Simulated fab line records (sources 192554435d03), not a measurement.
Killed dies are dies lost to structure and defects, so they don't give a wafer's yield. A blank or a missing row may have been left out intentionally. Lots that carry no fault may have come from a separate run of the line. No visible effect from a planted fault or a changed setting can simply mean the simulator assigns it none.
Matching of chambers || flow n5_finfet || N5_BEOL_M14_DEP_53 on pecvd-04: 3 sister chambers
The step deposits SiCN from 3MS/NH3, target thk 50 nm, time 17.8 s. 16 wafers are shown with their chamber, then 8 later ones without.

== WAFERS, EACH WITH ITS CHAMBER ==
{"wafer": "L075.1", "chamber": 2, "throttle_valve_pct (%)": 19.5, "showerhead_plenum_p_Torr (Torr)": 4.15}
{"wafer": "L075.5", "chamber": 2, "throttle_valve_pct (%)": 19.4, "showerhead_plenum_p_Torr (Torr)": 4.14}
{"wafer": "L075.6", "chamber": 1, "throttle_valve_pct (%)": 17.7, "showerhead_plenum_p_Torr (Torr)": 4.18}
{"wafer": "L078.1", "chamber": 2, "throttle_valve_pct (%)": 19.5, "showerhead_plenum_p_Torr (Torr)": 4.14}
{"wafer": "L078.5", "chamber": 0, "throttle_valve_pct (%)": 18.1, "showerhead_plenum_p_Torr (Torr)": 4.16}
{"wafer": "L078.6", "chamber": 2, "throttle_valve_pct (%)": 19.6, "showerhead_plenum_p_Torr (Torr)": 4.15}
{"wafer": "L077.3", "chamber": 1, "throttle_valve_pct (%)": 17.3, "showerhead_plenum_p_Torr (Torr)": 4.17}
{"wafer": "L077.4", "chamber": 2, "throttle_valve_pct (%)": 19.3, "showerhead_plenum_p_Torr (Torr)": 4.14}
{"wafer": "L077.6", "chamber": 0, "throttle_valve_pct (%)": 18.3, "showerhead_plenum_p_Torr (Torr)": 4.15}
{"wafer": "L079.2", "chamber": 0, "throttle_valve_pct (%)": 18.2, "showerhead_plenum_p_Torr (Torr)": 4.16}
{"wafer": "L079.4", "chamber": 2, "throttle_valve_pct (%)": 19.6, "showerhead_plenum_p_Torr (Torr)": 4.14}
{"wafer": "L079.6", "chamber": 2, "throttle_valve_pct (%)": 19.7, "showerhead_plenum_p_Torr (Torr)": 4.14}
{"wafer": "L080.4", "chamber": 2, "throttle_valve_pct (%)": 19.7, "showerhead_plenum_p_Torr (Torr)": 4.13}
{"wafer": "L080.5", "chamber": 1, "throttle_valve_pct (%)": 17.9, "showerhead_plenum_p_Torr (Torr)": 4.18}
{"wafer": "L080.6", "chamber": 0, "throttle_valve_pct (%)": 18.5, "showerhead_plenum_p_Torr (Torr)": 4.16}
{"wafer": "L092.3", "chamber": 0, "throttle_valve_pct (%)": 18.7, "showerhead_plenum_p_Torr (Torr)": 4.16}

SIGNATURES (means of the wafers above)
{"reading": "throttle_valve_pct", "chamber 0": 18.360, "chamber 1": 17.633, "chamber 2": 19.538, "scatter within a chamber": 0.207}
{"reading": "showerhead_plenum_p_Torr", "chamber 0": 4.1580, "chamber 1": 4.1767, "chamber 2": 4.1412, "scatter within a chamber": 0.00578}
Rule: for a wafer and a chamber, the distance is found by dividing, reading by reading, the gap between the wafer's reading and the chamber's mean by the reading's scatter, squaring, summing and taking the root. If the next closest chamber is less than 2 further off than the closest, the wafer can't be placed; otherwise it belongs to the closest. How the scatter is found: for the shown wafers, subtract from each reading the mean of its chamber, square and add these, divide the total by (wafers less chambers), then take the root.

== WAFERS WITH NO CHAMBER GIVEN ==
{"wafer": "L092.4", "throttle_valve_pct (%)": 19.7, "showerhead_plenum_p_Torr (Torr)": 4.15}
{"wafer": "L092.5", "throttle_valve_pct (%)": 17.8, "showerhead_plenum_p_Torr (Torr)": 4.19}
{"wafer": "L089.2", "throttle_valve_pct (%)": 18.3, "showerhead_plenum_p_Torr (Torr)": 4.15}
{"wafer": "L089.4", "throttle_valve_pct (%)": 17.6, "showerhead_plenum_p_Torr (Torr)": 4.16}
{"wafer": "L089.6", "throttle_valve_pct (%)": 18.3, "showerhead_plenum_p_Torr (Torr)": 4.16}
{"wafer": "L096.1", "throttle_valve_pct (%)": 20.3, "showerhead_plenum_p_Torr (Torr)": 4.15}
{"wafer": "L096.2", "throttle_valve_pct (%)": 18.2, "showerhead_plenum_p_Torr (Torr)": 4.15}
{"wafer": "L096.3", "throttle_valve_pct (%)": 18.3, "showerhead_plenum_p_Torr (Torr)": 4.16}

== CHAMBER TAKEN BY EACH ==
{"wafer": "L092.4", "from the rows above": 2, "in truth": 2}
{"wafer": "L092.5", "from the rows above": 1, "in truth": 1}
{"wafer": "L089.2", "from the rows above": 0, "in truth": 0}
{"wafer": "L089.4", "from the rows above": "can't be placed: 1 or 0", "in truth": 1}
{"wafer": "L089.6", "from the rows above": 0, "in truth": 0}
{"wafer": "L096.1", "from the rows above": 2, "in truth": 2}
{"wafer": "L096.2", "from the rows above": 0, "in truth": 0}
{"wafer": "L096.3", "from the rows above": 0, "in truth": 0}
Placed correctly: 7 of 8. Not placeable from these rows: 1 (in 1, the candidates include the true chamber). Placed wrongly: 0.
